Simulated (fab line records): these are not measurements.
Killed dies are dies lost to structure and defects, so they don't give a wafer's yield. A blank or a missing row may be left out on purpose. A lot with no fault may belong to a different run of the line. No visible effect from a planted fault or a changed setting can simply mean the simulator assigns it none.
Lot-split experiment -- flow n5 finfet -- 21 wafers read across 7 lots, on a route 1938 steps long

THE SPLIT ITSELF
At N5_BEOL_M0_SAQP_ETCH_106 (etches SOC in N2/H2, stops on SiNx, target depth 150 nm), the setting target depth a was moved away from the recipe's 1500 angstrom on 8 of the 21 wafers read, by -11.8% to -6.5%. For the rest of the wafers, this setting stayed at what the recipe calls for.

Reading taken at the split's own step.

THE READING
SOC_of_BEOL_M0_SAQP_COAT_105.thk nm (the simulator's own value, which no gauge read), in nm, at N5_BEOL_M0_SAQP_ETCH_106 (etches SOC in N2/H2, stops on SiNx, target depth 150 nm). There is no usual value for it anywhere in the file. Across the 13 wafers here that went through the recipe, the average is 23.4 nm and the standard deviation 1.7 nm.

wafer,"tool, chamber at the split","target depth a as run, angstrom",against the recipe,"SOC_of_BEOL_M0_SAQP_COAT_105.thk nm, nm",against lot-mates on the recipe
L074.2,"rie diel-01, 0",1323,-11.8%,32,+8.2
L074.3,"rie diel-01, 1",1323,-11.8%,32.4,+8.6
L074.6,"rie diel-01, 1",1500,recipe,23.8,-
L078.4,"rie diel-03, 0",1500,recipe,23.6,-
L078.5,"rie diel-03, 0",1500,recipe,23,-
L078.6,"rie diel-03, 3",1500,recipe,19.6,-
L080.1,"rie diel-03, 3",1500,recipe,20.8,-
L080.5,"rie diel-03, 2",1403,-6.5%,28,+7.2
L080.6,"rie diel-03, 3",1403,-6.5%,25.8,+5.0
L081.3,"rie diel-03, 2",1345,-10.3%,31.6,+6.4
L081.4,"rie diel-03, 0",1500,recipe,25.2,-
L081.5,"rie diel-03, 1",1345,-10.3%,31.8,+6.6
L089.2,"rie diel-02, 3",1362,-9.2%,31.6,+7.4
L089.4,"rie diel-02, 1",1500,recipe,24.2,-
L089.5,"rie diel-02, 0",1362,-9.2%,31,+6.8
L092.1,"rie diel-01, 1",1500,recipe,23.4,-
L092.3,"rie diel-01, 2",1500,recipe,22.2,-
L092.5,"rie diel-01, 3",1500,recipe,24.6,-
L095.1,"rie diel-02, 3",1500,recipe,25.6,-
L095.2,"rie diel-02, 0",1500,recipe,24.8,-
L095.3,"rie diel-02, 2",1500,recipe,24,-

THE FIT
A straight line over all 21 wafers: SOC_of_BEOL_M0_SAQP_COAT_105.thk nm changes by -0.767 nm for each +1% of target depth a; r = -0.93; the points scatter about the line by 1.5 nm.
The same after taking each lot's own level away (the mean of its wafers on the recipe; 21 wafers): -0.719 nm for each +1%; r = -0.96; scatter 1.1 nm.
Per that fit: largest target depth a move, reading shift of 8.5 nm.
From 20.80 to 25.20 nm: that is the span of the lots' own levels, equal to 2.7 times the standard deviation above.
Hence the lot-to-lot level has little effect on the slope; both slopes agree.
Check: for one of the wafers moved furthest among these (-11.8%), held out of the fit, the line's prediction against its lot-mates is +8.66 nm. Against them it came out at +8.2 nm.

THE OTHER SPLITS THESE WAFERS WENT THROUGH
Other splits were also applied to these wafers ahead of the reading. Each is held against what the fit with the lots' levels taken away leaves over:
other split on the same wafers,wafers away from the commonest value,r with SOC_of_BEOL_M0_SAQP_COAT_105.thk nm (lot level and that fit taken away)
N5_GATE_CUT_ETCH_36 cf4 flow sccm,5,+0.16
N5_MOL_CONTACT_COAG_ETCH_91 source w,6,-0.02
N5_MOL_CONTACT_COAG_VIA_ETCH_46 bias w,7,-0.01
N5_BEOL_M0_SAQP_PECVD_97 time s,8,-0.04
N5_BEOL_M0_SAQP_COAT_81 spin rpm,7,-0.17
N5_BEOL_M0_SAQP_SPACER1_ALD_98 temp c,6,-0.16

THE FILE'S OWN FIT
SOC_of_BEOL_M0_SAQP_COAT_105.thk nm changes by -0.728 nm for each +1% of target depth a, r = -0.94.
